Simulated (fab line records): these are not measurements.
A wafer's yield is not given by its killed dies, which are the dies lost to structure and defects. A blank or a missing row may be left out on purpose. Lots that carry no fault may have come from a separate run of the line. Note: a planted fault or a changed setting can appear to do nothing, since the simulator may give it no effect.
Which tool was responsible? -- flow nandHarc -- 12 lots, 36 wafers sampled, at 5 steps of a route of 1302

WHAT THE GAUGES READ, wafer by wafer
NHARC_A_SLIT_INSPECT_11. Usual: 59 for rawDefectCount, sd 28.
lot,measured,on,rawDefectCount,flag
L770,day 20 10:55,defectInspect-01,74 73 70,
L772,day 21 00:28,defectInspect-02,106 111 127,
L771,day 21 01:16,defectInspect-02,55 70 74,
L775,day 22 20:59,defectInspect-02,129 99 100,
L774,day 22 21:32,defectInspect-01,27 33 28,
L781,day 25 23:58,defectInspect-01,43 53 48,
L782,day 26 10:02,defectInspect-02,61 58 58,
L786,day 26 17:55,defectInspect-01,61 78 66,
L788,day 27 20:33,defectInspect-01,35 27 23,
L789,day 28 20:35,defectInspect-01,12 18 15,
L790,day 29 08:00,defectInspect-02,75 87 79,
L791,day 30 05:23,defectInspect-01,59 72 47,

NHARC_END_SORT_01. Usual: killedAtArray 56, standard deviation 17; killedAtOther 0.9, standard deviation 1.2; killedAtPeriphery 3.9, standard deviation 2.5; killedDies 61, standard deviation 17; killedOpen 3.2, standard deviation 1.8; killedShort 2.7, standard deviation 1.7.
lot,measured,on,killedAtArray,killedAtOther,killedAtPeriphery,killedDies,killedOpen,killedShort,flag
L781,day 30 14:36,prober-02,66,1,8,75,4,5,
L782,day 31 21:36,prober-01,80 57 86,1 1 0,1 2 5,82 60 91,1 4 7,3 1 3,

TOOL THAT RAN EACH LOT (tool first, then ch and the chambers of the sampled wafers, then the start)
lot,NHARC_A_SLIT_ETCH_15,NHARC_A_SLIT_STRIP_18,NHARC_A_WL_FILL_ETCHBACK_04
L770,"rieDiel-07 ch 0,2,3, day 21 03:23 or earlier","rieDiel-02 ch 0,1,2, day 21 03:23 or earlier","rieMetal-02 ch 1, day 21 03:23"
L772,"rieDiel-07 ch 1,2,3, day 21 15:28 or earlier","rieDiel-02 ch 0,3, day 21 15:28 or earlier","rieMetal-01 ch 0,1, day 21 15:28"
L771,"rieDiel-01 ch 0,1,2, day 21 15:37 or earlier","rieDiel-01 ch 1,2,3, day 21 15:37 or earlier","rieMetal-03 ch 0,1, day 21 15:37"
L775,"rieDiel-01 ch 0,1, day 23 11:25 or earlier","rieDiel-01 ch 0,1, day 23 11:25 or earlier","rieMetal-02 ch 0,1, day 23 11:25"
L774,"rieDiel-02 ch 0,2,3, day 23 11:26 or earlier","rieDiel-07 ch 0,3, day 23 11:26 or earlier","rieMetal-03 ch 1, day 23 11:26"
L781,"rieDiel-07 ch 0,1,3, day 26 14:16 or earlier","rieDiel-07 ch 0,1,2, day 26 14:16 or earlier","rieMetal-02 ch 0,1, day 26 14:16"
L782,"rieDiel-02 ch 0,2,3, day 27 01:00 or earlier","rieDiel-02 ch 1,2,3, day 27 01:00 or earlier","rieMetal-02 ch 0,1, day 27 01:00"
L786,"rieDiel-07 ch 0,2,3, day 27 08:49 or earlier","rieDiel-02 ch 1,3, day 27 08:49 or earlier","rieMetal-03 ch 0,1, day 27 08:49"
L788,"rieDiel-07 ch 0,1,3, day 28 10:52 or earlier","rieDiel-02 ch 0,2, day 28 10:52 or earlier","rieMetal-01 ch 0,1, day 28 10:52"
L789,"rieDiel-07 ch 0,1, day 29 11:11 or earlier","rieDiel-01 ch 1,2, day 29 11:11 or earlier","rieMetal-01 ch 0,1, day 29 11:11"
L790,"rieDiel-07 ch 0,2,3, day 29 22:24 or earlier","rieDiel-02 ch 1,2,3, day 29 22:24 or earlier","rieMetal-03 ch 0,1, day 29 22:24"
L791,"rieDiel-01 ch 1,2, day 30 23:14 or earlier","rieDiel-07 ch 2,3, day 30 23:14 or earlier","rieMetal-03 ch 1, day 30 23:14"
- NHARC_A_SLIT_ETCH_15: etches the open film in O2/COS, target depth 6200 nm, time 1612 s.
- NHARC_A_SLIT_STRIP_18: strips in O2.
- NHARC_A_WL_FILL_ETCHBACK_04: etches the open film in NF3, target depth 60 nm, time 120 s.

WHAT THE TOOLS THEMSELVES READ (means of the sampled wafers that have a number; where no wafer has one, the mark that the record gives instead)
NHARC_A_SLIT_ETCH_15. Usual: drypumpMotorCurrentA 5.77 A, standard deviation 0.3; oesProductAu 1.001 a.u., standard deviation 0.011; rfVppV 313.9 V, standard deviation 2.3; showerheadPlenumPTorr 3.10 Torr, standard deviation 0.15; throttleValvePct 28.330 %, standard deviation 0.0081.
lot,tool,drypumpMotorCurrentA (A),oesProductAu (a.u.),rfVppV (V),showerheadPlenumPTorr (Torr),throttleValvePct (%),flag
L770,rieDiel-07,5.64,0.993,313.9,3.07,28.326,
L772,rieDiel-07,5.48,0.995,311.7,3.00,28.328,
L771,rieDiel-01,5.74,0.998,313.8,3.09,28.322,
L775,rieDiel-01,5.81,1.001,310.9,2.95,28.332,
L774,rieDiel-02,6.14,1.009,313.5,3.05,28.325,
L781,rieDiel-07,5.55,1.001,314.2,3.13,28.327,
L782,rieDiel-02,6.15,1.012,313.9,3.05,28.330,
L786,rieDiel-07,5.61,1.004,313.7,3.06,28.325,
L788,rieDiel-07,5.57,1.011,313.4,3.13,28.323,
L789,rieDiel-07,5.65,1.010,314.3,3.16,28.332,
L790,rieDiel-07,5.62,0.993,313.4,3.06,28.325,
L791,rieDiel-01,5.63,0.982,315.4,3.20,28.327,

NHARC_A_SLIT_STRIP_18. Usual: drypumpMotorCurrentA 5.83 A, standard deviation 0.29; oesProductAu 1.000 a.u., standard deviation 0.013; rfVppV 57.6 V, standard deviation 0.93; showerheadPlenumPTorr 3.51 Torr, standard deviation 0.17; throttleValvePct 17.036 %, standard deviation 0.0095.
lot,tool,drypumpMotorCurrentA (A),oesProductAu (a.u.),rfVppV (V),showerheadPlenumPTorr (Torr),throttleValvePct (%),flag
L770,rieDiel-02,5.96,0.990,58.5,3.48,17.045,
L772,rieDiel-02,6.29,1.001,57.5,3.40,17.027,
L771,rieDiel-01,5.66,0.997,57.5,3.62,17.033,
L775,rieDiel-01,5.62,1.010,57.4,3.36,17.030,
L774,rieDiel-07,5.51,0.996,57.8,3.50,17.031,
L781,rieDiel-07,5.68,1.005,57.5,3.50,17.032,
L782,rieDiel-02,5.94,1.005,57.6,3.57,17.038,
L786,rieDiel-02,6.06,0.994,57.3,3.62,17.031,
L788,rieDiel-02,6.17,0.999,56.2,3.35,17.040,
L789,rieDiel-01,5.63,0.992,58.2,3.62,17.027,
L790,rieDiel-02,5.93,1.005,58.0,3.57,17.039,
L791,rieDiel-07,5.53,0.987,57.2,3.31,17.044,

NHARC_A_WL_FILL_ETCHBACK_04. Usual: drypumpMotorCurrentA 5.9 A, standard deviation 0.45; heBacksideLeakSccm 3.45 sccm, standard deviation 0.28; oesProductAu 1.005 a.u., standard deviation 0.014; runLengthS 141.3 s, standard deviation 0.4.
lot,tool,drypumpMotorCurrentA (A),heBacksideLeakSccm (sccm),oesProductAu (a.u.),runLengthS (s),flag
L770,rieMetal-02,5.6,3.92,0.998,141.7,
L772,rieMetal-01,5.9,3.41,1.015,141.5,
L771,rieMetal-03,6.1,3.49,1.002,141.1,
L775,rieMetal-02,6.1,3.37,1.009,141.4,
L774,rieMetal-03,6.1,3.66,0.981,141.3,
L781,rieMetal-02,6.0,3.33,1.008,129.7,OFF
L782,rieMetal-02,5.8,3.53,1.007,117.9,OFF
L786,rieMetal-03,5.9,3.42,1.005,140.9,
L788,rieMetal-01,6.0,3.80,1.004,141.5,
L789,rieMetal-01,5.5,3.37,1.005,141.4,
L790,rieMetal-03,5.9,3.48,0.999,140.8,
L791,rieMetal-03,6.1,3.31,0.995,141.2,

THE ANSWER, worked out from the rows above alone
Rule: lot off if the mean of its wafers having a number is beyond 3 standard deviations from the usual mean. A lot without any number at a reading at which 4 lots or more have one is off too. All remaining lots with rows at the step are treated as sound. The gauges are gone through in route order, then the tools' own readings, and for those a lot's mean is taken as printed above. The first step at which some lot is off is used, and at that step the reading that is off furthest; a lot without a number counts as furthest.
Off: L781, L782, at NHARC_A_WL_FILL_ETCHBACK_04 (runLengthS).
If a tool, at that step or one of the process steps before it, ran each lot that is off and ran no sound lot following the first of them, it fits. Because NHARC_A_SLIT_ETCH_15 lacks a start for some lots, the hours and order of its lots are taken from NHARC_A_WL_FILL_ETCHBACK_04. Because NHARC_A_SLIT_STRIP_18 lacks a start for some lots, the hours and order of its lots are taken from NHARC_A_WL_FILL_ETCHBACK_04. One candidate fits, namely rieMetal-02 at NHARC_A_WL_FILL_ETCHBACK_04. A fault onset in the window from L775 (day 23 11:25, its last sound lot) to L781 (day 26 14:16, its first lot off) fits.
On the lots that are off, the tool's own readings at NHARC_A_WL_FILL_ETCHBACK_04 differ by more than 5 times the standard deviation of the sound lots' means, which bears it out; runLengthS reads 123.8 s there versus 141.3 s on the sound lots.

WHAT THE SIMULATOR PUT IN
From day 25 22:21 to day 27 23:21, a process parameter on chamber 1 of rieMetal-02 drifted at NHARC_A_WL_FILL_ETCHBACK_04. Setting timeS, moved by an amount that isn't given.
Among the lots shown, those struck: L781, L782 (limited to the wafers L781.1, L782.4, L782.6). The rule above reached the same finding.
